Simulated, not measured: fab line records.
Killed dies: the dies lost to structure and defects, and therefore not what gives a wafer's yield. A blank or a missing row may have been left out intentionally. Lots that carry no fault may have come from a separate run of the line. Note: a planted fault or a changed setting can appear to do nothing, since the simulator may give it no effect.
Tool commonality check :: flow n5 finfet :: Sample size 8 lots and 24 wafers

## WHY THIS WAS OPENED
N5_BEOL_M15_THK_MEAS_50, reading M15_THK: flagged on 3 of 8 lots. No-fault wafers: 849 nm, standard deviation 15.
Rule: a lot gets a flag if all its wafers with a number sit over 4 standard deviations from that mean, or if no wafer of it has a number. All remaining lots are regarded as sound.

lot: L813
measured: day 11 17:48
on: film metro-02
M15_THK (nm), wafer by wafer: 877 867 860
flag: 

lot: L815
measured: day 13 13:05
on: film metro-02
M15_THK (nm), wafer by wafer: 837 848 862
flag: 

lot: L822
measured: day 15 16:49
on: film metro-01
M15_THK (nm), wafer by wafer: 1841 1845 1851
flag: FLAGGED

lot: L825
measured: day 15 17:16
on: film metro-02
M15_THK (nm), wafer by wafer: 1888 1880 1859
flag: FLAGGED

lot: L826
measured: day 15 19:22
on: film metro-01
M15_THK (nm), wafer by wafer: 1860 1831 1863
flag: FLAGGED

lot: L832
measured: day 17 02:11
on: film metro-01
M15_THK (nm), wafer by wafer: 857 857 852
flag: 

lot: L833
measured: day 18 05:59
on: film metro-02
M15_THK (nm), wafer by wafer: 824 852 835
flag: 

lot: L834
measured: day 18 14:38
on: film metro-02
M15_THK (nm), wafer by wafer: 863 882 863
flag: 
The mean of the flagged lots' numbers is 1858 nm, +1009 nm from the usual (+67 standard deviations).

## WHICH TOOL RAN EACH LOT
4 process steps preceding the reading are held in the record, out of 1938 steps in the route. Cell contents, in order: the tool; ch with the chambers the sampled wafers went through; the start.
lot: L813
flag: 
N5_BEOL_M15_ETCH_61: rie diel-03 ch 0,2,3, day 11 15:41
N5_BEOL_M15_STRIP_36: rie diel-03 ch 2,3, day 11 16:10
N5_BEOL_M15_SPUTTER_44: pvd sputter-03, day 11 16:41
N5_BEOL_M15_CMP_49: cmp-01 ch 0,3, day 11 17:33

lot: L815
flag: 
N5_BEOL_M15_ETCH_61: rie diel-03 ch 0,1,3, day 12 21:00
N5_BEOL_M15_STRIP_36: rie diel-03 ch 1,2, day 13 00:20
N5_BEOL_M15_SPUTTER_44: pvd sputter-02, day 13 01:20
N5_BEOL_M15_CMP_49: cmp-01 ch 0,3, day 13 12:50

lot: L822
flag: FLAGGED
N5_BEOL_M15_ETCH_61: rie diel-05 ch 1,3, day 15 14:25
N5_BEOL_M15_STRIP_36: rie diel-03 ch 0,1,2, day 15 14:52
N5_BEOL_M15_SPUTTER_44: pvd sputter-03, day 15 15:47
N5_BEOL_M15_CMP_49: cmp-01 ch 0,3, day 15 16:31

lot: L825
flag: FLAGGED
N5_BEOL_M15_ETCH_61: rie diel-04 ch 0,1,3, day 15 14:37
N5_BEOL_M15_STRIP_36: rie diel-05 ch 0,2,3, day 15 14:57
N5_BEOL_M15_SPUTTER_44: pvd sputter-02, day 15 15:51
N5_BEOL_M15_CMP_49: cmp-02 ch 0,1,3, day 15 17:00

lot: L826
flag: FLAGGED
N5_BEOL_M15_ETCH_61: rie diel-04 ch 0,1, day 15 14:52
N5_BEOL_M15_STRIP_36: rie diel-03 ch 1,2, day 15 17:32
N5_BEOL_M15_SPUTTER_44: pvd sputter-02, day 15 18:19
N5_BEOL_M15_CMP_49: cmp-02 ch 1,2, day 15 19:06

lot: L832
flag: 
N5_BEOL_M15_ETCH_61: rie diel-03 ch 1,2, day 16 22:49
N5_BEOL_M15_STRIP_36: rie diel-03 ch 1,2, day 17 00:10
N5_BEOL_M15_SPUTTER_44: pvd sputter-02, day 17 00:54
N5_BEOL_M15_CMP_49: cmp-01 ch 0,1,3, day 17 01:54

lot: L833
flag: 
N5_BEOL_M15_ETCH_61: rie diel-04 ch 1,2,3, day 18 01:56
N5_BEOL_M15_STRIP_36: rie diel-04 ch 2,3, day 18 04:04
N5_BEOL_M15_SPUTTER_44: pvd sputter-01, day 18 04:56
N5_BEOL_M15_CMP_49: cmp-01 ch 1,2, day 18 05:41

lot: L834
flag: 
N5_BEOL_M15_ETCH_61: rie diel-03 ch 1,2,3, day 18 08:37
N5_BEOL_M15_STRIP_36: rie diel-04 ch 0,3, day 18 12:40
N5_BEOL_M15_SPUTTER_44: pvd sputter-02, day 18 13:25
N5_BEOL_M15_CMP_49: cmp-01 ch 0,2,3, day 18 14:25
What these steps do:
- N5_BEOL_M15_ETCH_61: etches BARC in N2/H2, target depth 89 nm, overetch 26.7 nm, time 67.9 s.
- N5_BEOL_M15_STRIP_36: strips in O2.
- N5_BEOL_M15_SPUTTER_44: material Ta, target thk 15 nm, time 24.19 s.
- N5_BEOL_M15_CMP_49: polishes, stops on SiO2, t overpolish 4.9 s, target thk 850 nm.
- N5_BEOL_M15_THK_MEAS_50: measures by xrf.

## FLAGGED AGAINST TOTAL, ONE TOOL AT A TIME (gauges that did the reading follow at the end)
step: N5_BEOL_M15_ETCH_61
tool: rie diel-03
lots run: 4
flagged: 0
share of the flagged lots: none
sound lots run after its first flagged lot: -

step: N5_BEOL_M15_ETCH_61
tool: rie diel-04
lots run: 3
flagged: 2
share of the flagged lots: some
sound lots run after its first flagged lot: 1 (L833)

step: N5_BEOL_M15_ETCH_61
tool: rie diel-05
lots run: 1
flagged: 1
share of the flagged lots: some
sound lots run after its first flagged lot: 0

step: N5_BEOL_M15_STRIP_36
tool: rie diel-03
lots run: 5
flagged: 2
share of the flagged lots: some
sound lots run after its first flagged lot: 1 (L832)

step: N5_BEOL_M15_STRIP_36
tool: rie diel-04
lots run: 2
flagged: 0
share of the flagged lots: none
sound lots run after its first flagged lot: -

step: N5_BEOL_M15_STRIP_36
tool: rie diel-05
lots run: 1
flagged: 1
share of the flagged lots: some
sound lots run after its first flagged lot: 0

step: N5_BEOL_M15_SPUTTER_44
tool: pvd sputter-01
lots run: 1
flagged: 0
share of the flagged lots: none
sound lots run after its first flagged lot: -

step: N5_BEOL_M15_SPUTTER_44
tool: pvd sputter-02
lots run: 5
flagged: 2
share of the flagged lots: some
sound lots run after its first flagged lot: 2 (L832,L834)

step: N5_BEOL_M15_SPUTTER_44
tool: pvd sputter-03
lots run: 2
flagged: 1
share of the flagged lots: some
sound lots run after its first flagged lot: 0

step: N5_BEOL_M15_CMP_49
tool: cmp-01
lots run: 6
flagged: 1
share of the flagged lots: some
sound lots run after its first flagged lot: 3 (L832,L833,L834)

step: N5_BEOL_M15_CMP_49
tool: cmp-02
lots run: 2
flagged: 2
share of the flagged lots: some
sound lots run after its first flagged lot: 0

step: N5_BEOL_M15_THK_MEAS_50
tool: film metro-01
lots run: 3
flagged: 2
share of the flagged lots: some
sound lots run after its first flagged lot: 1 (L832)

step: N5_BEOL_M15_THK_MEAS_50
tool: film metro-02
lots run: 5
flagged: 1
share of the flagged lots: some
sound lots run after its first flagged lot: 2 (L833,L834)

## WHAT THE TABLE PERMITS
No row of the table ran every flagged lot.

## WHAT THE SIMULATOR HAD INSERTED
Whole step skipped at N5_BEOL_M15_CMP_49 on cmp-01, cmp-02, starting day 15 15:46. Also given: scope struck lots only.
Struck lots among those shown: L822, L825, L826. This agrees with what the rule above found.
